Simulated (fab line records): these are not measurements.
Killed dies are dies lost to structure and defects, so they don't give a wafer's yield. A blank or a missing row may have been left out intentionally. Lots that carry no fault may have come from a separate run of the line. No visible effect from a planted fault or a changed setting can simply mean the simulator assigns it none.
Comparing a struck lot with a sound one	flow n5-finfet	36 steps out of a route of 1938
Sound: these wafers, L946.2, L946.5, L946.6. The struck wafers were L927.1, L927.3, L927.5. Last of all comes the cause.
Each step with rows lists, per side, the tool, then ch with its chambers, then its first start. Under that, the readings that differ: sound wafers	struck wafers	difference of the means	sigmas: that difference in standard deviations of wafers without a fault.
alike: a reading whose means differ by less than 2 such deviations, as well as words and numbers matching on both sides. not compared: withheld readings; readings where some wafer has no value; bounds like >300 that might hide an equal value; numbers whose values overlap and for which the record gives no deviation.
A row with sigmas, a row that says differs or no value, or rows on one side alone: a step with any of these is where the two part. Numbers that don't overlap but have no deviation are shown without sigmas and don't part them. A reading that every wafer of one side lacks parts them only if that side has two wafers or more.

first, 9 steps without rows for these wafers: N5_BEOL_M4_ANNEAL_95 (time 240 s); N5_BEOL_M4_SPUTTER_96 (material Cu, target thk 4.5 nm, time 8.29 s); N5_BEOL_M4_ECD_50 (material Cu, target thk 300 nm); N5_BEOL_M4_ANNEAL_51 (time 90 s); N5_BEOL_M4_CMP_52 (polishes, stops on SiOC, t overpolish 6.8 s, target thk 40 nm); N5_BEOL_M4_PRE_CLEAN_60 (time 15 s); N5_BEOL_M4_CO_CAP_55 (material Co, precursor CCTBA/H2, target thk 2 nm, time 102.1 s); N5_BEOL_M4_PRE_CLEAN_56 (time 15 s); N5_BEOL_M4_DEP_57 (deposits SiCN from 3MS/NH3, target thk 8 nm, time 14 s).
N5_BEOL_M4_RC_MEAS_101:
  sound on prober-01 ch 0, day 13 01:19; struck on prober-02 ch 0, day 8 10:01
  alike: DIBL_N, DIBL_P, IOFF_N, IOFF_P, ION_N, ION_P, SS_N, SS_P, VT_N, VT_P
then, 24 steps without rows for these wafers: N5_BEOL_M5_ILD_DEP_00 (deposits SiCOH lowk from DEMS/porogen, target thk 140.64 nm, time 25.9 s); N5_BEOL_M5_CURE_79 (cures SiCOH lowk, time 240 s); N5_BEOL_M5_PECVD_70 (deposits SiO2 from TEOS/O2, target thk 16 nm, time 18 s); N5_BEOL_M5_HM_DEP_02 (deposits TiN, target thk 20 nm); N5_BEOL_M5_COAT_59 (time 60 s, resist thk 60 nm); N5_BEOL_M5_COAT_60 (time 60 s, resist thk 12 nm); N5_BEOL_M5_COAT_71 (time 60 s, resist thk 5 nm); N5_BEOL_M5_COAT_05 (resist thk 30 nm); N5_BEOL_M5_EBR_07; N5_BEOL_M5_SOFTBAKE_06 (time 60 s); N5_BEOL_M5_EXPOSE_08 (exposes mask M5, target cd 28 nm); N5_BEOL_M5_PEB_09 (peb time 60 s); N5_BEOL_M5_DEVELOP_10 (develop time 30 s); N5_BEOL_M5_DESCUM_16 (chemistry O2, time 7 s); N5_BEOL_M5_ETCH_72 (etches underlayer in N2/H2, target depth 6.5 nm, time 5.2 s); N5_BEOL_M5_ETCH_61 (etches SiARC in CF4, target depth 15.6 nm, time 26 s); N5_BEOL_M5_ETCH_62 (etches SOC in N2/H2, target depth 75 nm, overetch 15 nm, time 112.5 s); N5_BEOL_M5_STRIP_63 (strips in N2/H2); N5_BEOL_M5_STRIP_73 (strips in N2/H2); N5_BEOL_M5_STRIP_64 (strips in CF4); N5_BEOL_M5_HM_OPEN_17 (chemistry Cl2/BCl3, target TiN, target depth 20 nm, overetch 6 nm); N5_BEOL_M5_STRIP_19 (strips in O2); N5_BEOL_M5_COAT_65 (time 60 s, resist thk 60 nm); N5_BEOL_M5_COAT_66 (time 60 s, resist thk 12 nm).
-- record jumps: 2 days separate the struck wafers' starts on either side; left off in module BEOL_M5, taken up again in module BEOL_M10, whose first shown step is the route's number 1533 --
N5_BEOL_M10_DEP_56: deposits SiCN from 3MS/NH3, target thk 15 nm, time 26.5 s.
  sound on pecvd-04 ch 0,1,2, day 15 04:55; struck on pecvd-03 ch 0,1,2, day 10 16:28
  no value came back on the struck wafers for chamber-pressure-Torr (Torr), rf-fwd-power-W (W), showerhead-plenum-p-Torr (Torr), throttle-valve-pct (%); on the sound wafers chamber-pressure-Torr (Torr) reads 3.005 3.002 2.998
-- a jump in the record: the struck wafers' starts before and after are 2 days apart (it breaks off in module BEOL_M10 and resumes in module PASSIVATION, where the first step shown is number 1936 of the route) --
N5_PASSIVATION_PROBE_49:
  sound on prober-01 at day 17 00:32; struck on prober-01 at day 12 18:01
reading	sound	struck	difference	sigmas
defect-limited-yield (%)	90.2 90.1 91.2	0 0 0	-90	-70
killed_at_M4_up	17 15 5	1087 1074 1082	+1069	+99 or more
killed-dies	116 117 104	1180 1180 1180	+1068	+71
killed-on-rim	15 16 14	152 152 152	+137	+39
sort_bin_5_function (%)	6.3 5.1 5.7	96.3 95.7 95.8	+90.2	+99 or more
sort-n-pass	1064 1063 1076	0 0 0	-1068	-71
sort-yield-pct (%)	90.2 90.1 91.2	0 0 0	-90	-70
  alike: killed_at_M0_to_M3, killed-at-contacts, killed-at-front-end, killed-at-other, killed-open, killed-short, sort_bin_6_memory

== WHERE THEY PART ==
At N5_BEOL_M10_DEP_56 first; at N5_PASSIVATION_PROBE_49 last (within this record only).

WHY: the cause the simulator had injected
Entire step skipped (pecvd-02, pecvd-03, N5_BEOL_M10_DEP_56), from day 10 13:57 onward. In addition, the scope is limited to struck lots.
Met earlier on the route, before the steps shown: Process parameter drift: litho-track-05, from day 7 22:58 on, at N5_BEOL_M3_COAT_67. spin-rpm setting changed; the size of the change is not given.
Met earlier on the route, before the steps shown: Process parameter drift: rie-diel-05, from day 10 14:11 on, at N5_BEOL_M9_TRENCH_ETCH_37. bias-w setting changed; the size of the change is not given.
